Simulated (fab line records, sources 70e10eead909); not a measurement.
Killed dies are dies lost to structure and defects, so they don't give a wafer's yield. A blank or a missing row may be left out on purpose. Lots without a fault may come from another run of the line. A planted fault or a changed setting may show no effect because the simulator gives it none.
Chamber matching | flow nand_harc | NHARC_A_CHANNEL_HOLE_D2_DEP_01 on pecvd-01: 3 sister chambers
The step deposits SiON, target thk 140 nm. 3 wafers are shown with their chamber, then 7 later ones without.

WAFERS WITH THEIR CHAMBER
wafer  | chamber | heater_power_w (W)
L081.1 | 1       | 797
L086.1 | 2       | 720
L086.3 | 0       | 676

WAFERS WITHOUT THEIR CHAMBER
wafer  | heater_power_w (W)
L086.6 | 681
L089.2 | 700
L089.3 | 651
L089.4 | 674
L090.3 | 733
L090.4 | 774
L090.5 | 649

WHICH CHAMBER EACH WENT THROUGH
wafer  | from the rows above     | in truth
L086.6 | can't be placed: 0 or 2 | 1
L089.2 | can't be placed: 2 or 0 | 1
L089.3 | 0                       | 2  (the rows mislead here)
L089.4 | 0                       | 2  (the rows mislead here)
L090.3 | 2                       | 2
L090.4 | can't be placed: 1 or 2 | 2
L090.5 | 0                       | 0
Placed correctly: 2 of 7. Can't be placed from these rows: 3 (the true chamber is among the candidates in 1). Placed wrongly: 2.
How it was worked out, from the rows above alone: a wafer's distance from a chamber is the root of the sum, over the readings, of the square of ((its reading less the chamber's mean) divided by the reading's scatter). The wafer belongs to the nearest chamber; if the next one is less than 2 further off, it can't be placed. A chamber's mean is the mean of its shown wafers. The scatter: with one shown wafer a chamber, the root of the mean of the squares of how far each hidden wafer lies from its nearest shown one.
